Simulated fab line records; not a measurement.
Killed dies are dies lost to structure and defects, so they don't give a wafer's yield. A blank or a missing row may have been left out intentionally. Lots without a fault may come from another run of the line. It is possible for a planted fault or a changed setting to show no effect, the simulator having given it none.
Chamber matching ; flow n5Finfet ; N5_BEOL_M10_ALD_74 on aldMetal-01 has 4 sister chambers
The step deposits TaN, target thk 2 nm, pulse time 2 s, purge time 3 s. 8 wafers are shown with their chamber, then 9 later ones without.

## WAFERS WITH THEIR CHAMBER
wafer;chamber;heaterPowerW (W);mfcCarrierSccm (sccm)
L080.5;1;417;1497
L079.4;0;355;1496
L090.1;2;302;1503
L090.2;1;426;1499
L090.3;0;339;1500
L092.2;2;294;1495
L092.4;3;478;1497
L092.5;3;488;1494

## WAFERS MISSING THEIR CHAMBER
wafer;heaterPowerW (W);mfcCarrierSccm (sccm)
L089.1;468;1500
L089.3;305;1491
L089.4;427;1498
L095.4;432;1500
L095.5;338;1503
L095.6;425;1497
L097.1;300;1496
L097.4;429;1499
L097.5;304;1499

## WHICH CHAMBER EACH WENT THROUGH
wafer;from the rows above;in truth
L089.1;3;3
L089.3;2;2
L089.4;1;1
L095.4;1;1
L095.5;0;0
L095.6;1;1
L097.1;2;2
L097.4;1;1
L097.5;2;2
Correctly placed: 9 of 9. Number that these rows cannot place: 0. Number placed wrongly: 0.
How it was worked out, from the rows above alone: a wafer's distance from a chamber is the root of the sum, over the readings, of the square of ((its reading less the chamber's mean) divided by the reading's scatter). If the next closest chamber is less than 2 further off than the closest, the wafer can't be placed; otherwise it belongs to the closest. Each chamber's mean is taken over the wafers shown for it. The scatter: take each reading less its chamber's mean, square it, sum over the shown wafers, divide by the number of wafers less the number of chambers, and take the root.
